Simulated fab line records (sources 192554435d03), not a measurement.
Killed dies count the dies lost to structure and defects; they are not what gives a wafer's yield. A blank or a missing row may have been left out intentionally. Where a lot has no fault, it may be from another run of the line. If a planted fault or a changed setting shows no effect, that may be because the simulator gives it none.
Chamber matching || flow n5 finfet || rie diel-05 running N5_BEOL_M3_STRIP_36: 4 sister chambers
The step strips in N2/H2. 14 wafers are shown with their chamber, then 7 later ones without.

== WAFERS PAIRED WITH THEIR CHAMBERS ==
{"wafer": "L076.3", "chamber": 3, "showerhead plenum p Torr (Torr)": 2.47, "throttle valve pct (%)": 23.66, "oes product au (a.u.)": 0.88}
{"wafer": "L076.4", "chamber": 1, "showerhead plenum p Torr (Torr)": 2.69, "throttle valve pct (%)": 24.08, "oes product au (a.u.)": 0.88}
{"wafer": "L076.5", "chamber": 3, "showerhead plenum p Torr (Torr)": 2.47, "throttle valve pct (%)": 23.68, "oes product au (a.u.)": 0.86}
{"wafer": "L079.3", "chamber": 1, "showerhead plenum p Torr (Torr)": 2.69, "throttle valve pct (%)": 24.12, "oes product au (a.u.)": 0.86}
{"wafer": "L079.4", "chamber": 3, "showerhead plenum p Torr (Torr)": 2.47, "throttle valve pct (%)": 23.68, "oes product au (a.u.)": 0.87}
{"wafer": "L079.6", "chamber": 2, "showerhead plenum p Torr (Torr)": 2.42, "throttle valve pct (%)": 23.41, "oes product au (a.u.)": 0.76}
{"wafer": "L083.1", "chamber": 3, "showerhead plenum p Torr (Torr)": 2.46, "throttle valve pct (%)": 23.68, "oes product au (a.u.)": 0.85}
{"wafer": "L083.2", "chamber": 0, "showerhead plenum p Torr (Torr)": 2.64, "throttle valve pct (%)": 23.83, "oes product au (a.u.)": 0.71}
{"wafer": "L083.6", "chamber": 2, "showerhead plenum p Torr (Torr)": 2.42, "throttle valve pct (%)": 23.40, "oes product au (a.u.)": 0.76}
{"wafer": "L088.3", "chamber": 1, "showerhead plenum p Torr (Torr)": 2.68, "throttle valve pct (%)": 24.14, "oes product au (a.u.)": 0.84}
{"wafer": "L088.5", "chamber": 3, "showerhead plenum p Torr (Torr)": 2.46, "throttle valve pct (%)": 23.70, "oes product au (a.u.)": 0.84}
{"wafer": "L088.6", "chamber": 2, "showerhead plenum p Torr (Torr)": 2.41, "throttle valve pct (%)": 23.42, "oes product au (a.u.)": 0.75}
{"wafer": "L093.3", "chamber": 3, "showerhead plenum p Torr (Torr)": 2.46, "throttle valve pct (%)": 23.69, "oes product au (a.u.)": 0.81}
{"wafer": "L093.5", "chamber": 0, "showerhead plenum p Torr (Torr)": 2.63, "throttle valve pct (%)": 23.87, "oes product au (a.u.)": 0.69}

SIGNATURES (means of the wafers above)
{"reading": "showerhead plenum p Torr", "chamber 0": 2.6350, "chamber 1": 2.6867, "chamber 2": 2.4167, "chamber 3": 2.4650, "scatter within a chamber": 0.00577}
{"reading": "throttle valve pct", "chamber 0": 23.8500, "chamber 1": 24.1133, "chamber 2": 23.4100, "chamber 3": 23.6817, "scatter within a chamber": 0.0194}
{"reading": "oes product au", "chamber 0": 0.7000, "chamber 1": 0.8600, "chamber 2": 0.7567, "chamber 3": 0.8517, "scatter within a chamber": 0.0204}
Rule: distance of a wafer from a chamber = root of the sum over the readings of ((wafer's reading minus chamber's mean) / reading's scatter) squared. The wafer belongs to the nearest chamber; if the next one is less than 2 further off, it can't be placed. How the scatter is found: for the shown wafers, subtract from each reading the mean of its chamber, square and add these, divide the total by (wafers less chambers), then take the root.

== WAFERS WHOSE CHAMBER IS MISSING ==
{"wafer": "L093.6", "showerhead plenum p Torr (Torr)": 2.68, "throttle valve pct (%)": 24.16, "oes product au (a.u.)": 0.84}
{"wafer": "L096.1", "showerhead plenum p Torr (Torr)": 2.40, "throttle valve pct (%)": 23.45, "oes product au (a.u.)": 0.73}
{"wafer": "L096.2", "showerhead plenum p Torr (Torr)": 2.63, "throttle valve pct (%)": 23.85, "oes product au (a.u.)": 0.68}
{"wafer": "L096.4", "showerhead plenum p Torr (Torr)": 2.67, "throttle valve pct (%)": 24.18, "oes product au (a.u.)": 0.84}
{"wafer": "L097.3", "showerhead plenum p Torr (Torr)": 2.40, "throttle valve pct (%)": 23.41, "oes product au (a.u.)": 0.73}
{"wafer": "L097.5", "showerhead plenum p Torr (Torr)": 2.63, "throttle valve pct (%)": 23.92, "oes product au (a.u.)": 0.68}
{"wafer": "L097.6", "showerhead plenum p Torr (Torr)": 2.45, "throttle valve pct (%)": 23.73, "oes product au (a.u.)": 0.81}

== EACH ONE'S CHAMBER ==
{"wafer": "L093.6", "from the rows above": 1, "in truth": 1}
{"wafer": "L096.1", "from the rows above": 2, "in truth": 2}
{"wafer": "L096.2", "from the rows above": 0, "in truth": 0}
{"wafer": "L096.4", "from the rows above": 1, "in truth": 1}
{"wafer": "L097.3", "from the rows above": 2, "in truth": 2}
{"wafer": "L097.5", "from the rows above": 0, "in truth": 0}
{"wafer": "L097.6", "from the rows above": 3, "in truth": 3}
Correctly placed: 7 of 7. Number that these rows cannot place: 0. Placed wrongly: 0.
